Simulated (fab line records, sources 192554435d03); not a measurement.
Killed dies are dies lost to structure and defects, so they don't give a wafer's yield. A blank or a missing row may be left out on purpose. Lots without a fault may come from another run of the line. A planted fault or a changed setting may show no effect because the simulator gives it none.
Split-lot experiment | flow n5_finfet | 7 lots, 21 wafers read, on a route of 1938 steps

THE SPLIT
At N5_BEOL_M7_COAT_05 (resist thk 90 nm), the setting spin_rpm was moved away from the recipe's 1500 rpm on 3 of the 21 wafers read, by +5.7% to +8.0%. The other wafers ran this setting at the recipe's value.

FROM THE SPLIT TO THE READING: what the file shows between them, 4 steps
- N5_BEOL_M7_EBR_07
- N5_BEOL_M7_SOFTBAKE_06: time 60 s
- N5_BEOL_M7_EXPOSE_08: exposes mask M7
- N5_BEOL_M7_PEB_09: peb time 60 s

THE READING
CAR-ArF_of_BEOL_M7_COAT_05.thk_nm (the simulator's own value, which no gauge read), in nm, at N5_BEOL_M7_DEVELOP_10 (develop time 30 s). The file gives no usual value for it. The 18 wafers here that ran the recipe average 88.3 nm, standard deviation 0.35 nm.

wafer  | tool, chamber at the split | spin_rpm as run, rpm | against the recipe | CAR-ArF_of_BEOL_M7_COAT_05.thk_nm, nm | against lot-mates on the recipe
L074.4 | litho_track-01, 0          | 1586                 | +5.7%              | 85.8                                  | -2.4
L074.5 | litho_track-01, 0          | 1500                 | recipe             | 88.2                                  | -
L074.6 | litho_track-01, 0          | 1500                 | recipe             | 88.2                                  | -
L081.1 | litho_track-01, 0          | 1500                 | recipe             | 87.8                                  | -
L081.5 | litho_track-01, 0          | 1500                 | recipe             | 87.8                                  | -
L081.6 | litho_track-01, 0          | 1500                 | recipe             | 87.8                                  | -
L084.2 | litho_track-01, 0          | 1500                 | recipe             | 88.2                                  | -
L084.4 | litho_track-01, 0          | 1500                 | recipe             | 88.2                                  | -
L084.6 | litho_track-01, 0          | 1500                 | recipe             | 88.2                                  | -
L086.2 | litho_track-01, 0          | 1500                 | recipe             | 88.6                                  | -
L086.3 | litho_track-01, 0          | 1500                 | recipe             | 88.8                                  | -
L086.4 | litho_track-01, 0          | 1500                 | recipe             | 89                                    | -
L088.2 | litho_track-05, 0          | 1500                 | recipe             | 88.8                                  | -
L088.4 | litho_track-05, 0          | 1500                 | recipe             | 88.6                                  | -
L088.6 | litho_track-05, 0          | 1500                 | recipe             | 88.6                                  | -
L093.1 | litho_track-05, 0          | 1500                 | recipe             | 88                                    | -
L093.2 | litho_track-05, 0          | 1500                 | recipe             | 88.2                                  | -
L093.3 | litho_track-05, 0          | 1500                 | recipe             | 88.4                                  | -
L094.2 | litho_track-01, 0          | 1500                 | recipe             | 88.4                                  | -
L094.3 | litho_track-01, 0          | 1620                 | +8.0%              | 85                                    | -3.4
L094.4 | litho_track-01, 0          | 1620                 | +8.0%              | 85.2                                  | -3.2

THE FIT
A straight line over all 21 wafers: CAR-ArF_of_BEOL_M7_COAT_05.thk_nm changes by -0.41 nm for each +1% of spin_rpm; r = -0.96; the points scatter about the line by 0.34 nm.
The same after taking each lot's own level away (the mean of its wafers on the recipe; 21 wafers): -0.414 nm for each +1%; r = -1.00; scatter 0.1 nm.
On that fit, the largest move of spin_rpm shifts the reading by 3.3 nm.
The lots' own levels span 87.80 to 88.80 nm, that is 2.9 times the standard deviation above.
So the lot-to-lot level changes the slope little: the two slopes agree.
Check: with one of the wafers moved furthest among these (+8.0%) left out of the fit, the line predicts -3.25 nm for it against its lot-mates. It came out at -3.4 nm against them.

OTHER SPLITS ON THESE WAFERS
These wafers also went through other splits before the reading. Each is held against what the fit with the lots' levels taken away leaves over:
other split on the same wafers | wafers away from the commonest value | r with CAR-ArF_of_BEOL_M7_COAT_05.thk_nm (lot level and that fit taken away)
N5_BEOL_M7_PECVD_70 temp_c     | 5                                    | +0.21

THE WHOLE CHAIN: every reading that the file lists as answering this split, in the file's order
step                  | what it does      | reading                                                                            | change (the file's fit)               | r (the file's)
N5_BEOL_M7_COAT_05    | resist thk 90 nm  | CAR-ArF_of_BEOL_M7_COAT_05.thk_nm (the simulator's own value, which no gauge read) | -0.429 nm for each +1% of the setting | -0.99
N5_BEOL_M7_DEVELOP_10 | develop time 30 s | CAR-ArF_of_BEOL_M7_COAT_05.thk_nm (the simulator's own value, which no gauge read) | -0.415 nm for each +1% of the setting | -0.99

THE FILE'S OWN FIT
CAR-ArF_of_BEOL_M7_COAT_05.thk_nm changes by -0.415 nm for each +1% of spin_rpm, r = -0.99.
